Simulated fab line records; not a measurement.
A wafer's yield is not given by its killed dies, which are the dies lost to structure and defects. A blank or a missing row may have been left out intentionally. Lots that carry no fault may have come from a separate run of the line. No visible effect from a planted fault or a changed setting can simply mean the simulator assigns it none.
Which tool was responsible? -- flow n5 finfet -- 9 lots, 27 wafers sampled, at 2 steps of a route of 1938

== WHAT EACH GAUGE READ, for each wafer ==
N5_BEOL_M4_RC_MEAS_101. Usual: DIBL_N 36.3 mV/V, standard deviation 1.1; DIBL_P 36.3 mV/V, standard deviation 1.4; IOFF_N 0.155 nA/um, standard deviation 0.019; IOFF_P 0.211 nA/um, standard deviation 0.027; ION_N 672 uA/um, standard deviation 8.5; ION_P 462 uA/um, standard deviation 5.8; SS_N 71.5 mV/dec, standard deviation 0.56; SS_P 73.3 mV/dec, standard deviation 0.52; VT_N 249.9 mV, standard deviation 2.5; VT_P -249.8 mV, standard deviation 2.8.
lot,measured,on,DIBL_N (mV/V),DIBL_P (mV/V),IOFF_N (nA/um),IOFF_P (nA/um),ION_N (uA/um),ION_P (uA/um),SS_N (mV/dec),SS_P (mV/dec),VT_N (mV),VT_P (mV),flag
L555,day 10 03:50,prober-01,35.0 35.6 36.1,36.1 37.4 37.8,0.126 0.148 0.149,0.198 0.235 0.227,669 679 668,459 473 458,70.9 71.3 71.5,72.1 73.1 72.3,255.9 248.9 251.6,-249.1 -247.1 -248.8,
L554,day 10 12:52,prober-01,35.6 34.9 35.7,36.9 35.4 35.9,0.152 0.134 0.153,0.178 0.170 0.178,669 670 671,451 456 455,71.1 71.3 72.0,73.6 73.3 73.3,248.7 249.2 251.5,-253.7 -252.4 -253.4,
L568,day 15 15:35,prober-01,35.4 35.7 34.8,36.2 37.6 35.6,0.143 0.146 0.134,0.196 0.219 0.186,665 669 658,461 463 454,71.9 71.4 72.3,73.2 73.5 73.0,253.8 252.3 252.1,-252.5 -248.9 -251.9,
L566,day 15 19:02,prober-02,36.0 34.5 36.7,35.6 33.9 36.1,0.151 0.128 0.169,0.238 0.210 0.253,667 662 682,468 464 467,71.7 70.8 71.6,73.2 72.8 72.9,248.3 253.7 245.5,-246.1 -245.9 -243.8,
L569,day 16 16:17,prober-01,36.3 36.7 35.7,36.6 36.6 35.8,0.168 0.178 0.158,0.226 0.231 0.221,687 688 690,470 471 471,71.9 71.6 71.9,73.7 74.1 73.8,247.1 243.7 247.6,-248.9 -246.9 -246.9,
L572,day 17 06:04,prober-02,36.5 40.0 37.1,36.4 40.9 37.2,0.150 0.228 0.171,0.210 0.301 0.236,676 699 677,466 479 471,71.5 72.5 71.1,72.9 74.0 73.1,250.0 242.9 246.3,-250.0 -244.8 -247.0,
L567,day 17 07:19,prober-01,35.9 34.9 35.3,36.9 36.0 36.3,0.156 0.146 0.161,0.221 0.203 0.217,670 679 665,460 467 463,70.8 71.2 71.5,73.5 73.0 72.8,250.6 247.6 248.6,-248.0 -249.4 -246.2,
L560,day 17 15:38,prober-02,35.6 35.7 36.2,35.6 36.2 36.6,0.134 0.138 0.144,0.184 0.190 0.195,670 664 668,460 463 461,71.4 71.3 71.4,73.3 72.7 73.2,250.1 251.8 250.7,-253.3 -253.4 -251.7,
L574,day 17 17:07,prober-01,35.6 36.3 36.0,35.2 34.7 35.2,0.158 0.159 0.158,0.210 0.200 0.205,682 666 675,464 459 458,72.1 72.0 71.3,73.3 73.4 73.0,248.2 249.2 249.8,-248.4 -250.9 -249.2,

N5_BEOL_M10_CD_MEAS_28: target cd 70 nm. Usual: cd nm at 69.9 nm, with a standard deviation of 0.84.
lot,measured,on,cd nm (nm),flag
L555,day 12 16:14,cd sem-03,68.8 69.0 68.1,
L554,day 12 21:54,cd sem-03,69.7 69.2 69.1,
L568,day 17 13:46,cd sem-03,70.9 71.0 71.1,
L566,day 18 06:15,cd sem-01,69.3 71.0 70.5,
L569,day 18 23:41,cd sem-01,69.5 69.0 69.2,
L572,day 19 17:24,cd sem-02,69.1 70.0 69.9,
L567,day 19 18:51,cd sem-03,69.5 70.5 68.6,
L560,day 20 05:08,cd sem-01,70.7 69.4 70.1,
L574,day 20 06:33,cd sem-01,67.9 69.5 68.1,

== EACH LOT AND THE TOOL THAT RAN IT (in order: tool; ch and the chambers of the sampled wafers; start) ==
Before these readings, the record contains no process step.

== WHAT THE TOOLS THEMSELVES READ (means of the sampled wafers that have a number; where no wafer has one, the mark that the record gives instead) ==
The record holds no such reading with a usual standard deviation.

== THE ANSWER, worked out from the rows above alone ==
Rule: a lot counts as off when the mean over its wafers that have a number is more than 3 standard deviations away from the usual mean. A lot without any number at a reading at which 4 lots or more have one is off too. Where the step has rows for the other lots, those lots are counted as sound. After the gauges, taken in route order, come the tools' own readings; for these a lot's mean is taken, as printed above. The first step at which some lot is off is used, and at that step the reading that is off furthest; a lot without a number counts as furthest.
Nothing can be told from this: no lot is off at any reading shown.

== WHAT HAD BEEN PUT IN BY THE SIMULATOR ==
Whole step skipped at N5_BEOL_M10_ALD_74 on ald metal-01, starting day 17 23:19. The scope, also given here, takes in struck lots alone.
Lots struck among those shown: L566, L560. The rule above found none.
